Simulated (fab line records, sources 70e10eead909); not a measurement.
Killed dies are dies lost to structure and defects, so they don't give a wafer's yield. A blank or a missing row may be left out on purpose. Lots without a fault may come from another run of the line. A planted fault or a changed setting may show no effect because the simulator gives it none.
Chamber matching | flow nand_harc | NHARC_A_CONTACT_ETCH_92 on rie_diel-13: 4 sister chambers
The step etches the open film in CH3F/O2, target depth 40 nm, time 85.7 s. 4 wafers are shown with their chamber, then 12 later ones without.

WAFERS WITH THEIR CHAMBER
wafer  | chamber | showerhead_plenum_p_Torr (Torr)
L087.3 | 0       | 2.60
L087.4 | 3       | 2.33
L093.5 | 2       | 2.32
L093.6 | 1       | 2.29

WAFERS WITHOUT THEIR CHAMBER
wafer  | showerhead_plenum_p_Torr (Torr)
L094.1 | 2.59
L094.3 | 2.29
L094.6 | 2.32
L095.1 | 2.29
L095.4 | 2.32
L095.5 | 2.32
L097.1 | 2.59
L097.3 | 2.32
L097.5 | 2.29
L096.2 | 2.32
L096.4 | 2.59
L096.5 | 2.32

WHICH CHAMBER EACH WENT THROUGH
wafer  | from the rows above | in truth
L094.1 | 0                   | 0
L094.3 | 1                   | 1
L094.6 | 2                   | 2
L095.1 | 1                   | 1
L095.4 | 2                   | 2
L095.5 | 2                   | 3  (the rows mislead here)
L097.1 | 0                   | 0
L097.3 | 2                   | 2
L097.5 | 1                   | 1
L096.2 | 2                   | 2
L096.4 | 0                   | 0
L096.5 | 2                   | 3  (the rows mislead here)
Placed correctly: 10 of 12. Can't be placed from these rows: 0. Placed wrongly: 2.
How it was worked out, from the rows above alone: a wafer's distance from a chamber is the root of the sum, over the readings, of the square of ((its reading less the chamber's mean) divided by the reading's scatter). The wafer belongs to the nearest chamber; if the next one is less than 2 further off, it can't be placed. A chamber's mean is the mean of its shown wafers. The scatter: with one shown wafer a chamber, the root of the mean of the squares of how far each hidden wafer lies from its nearest shown one.
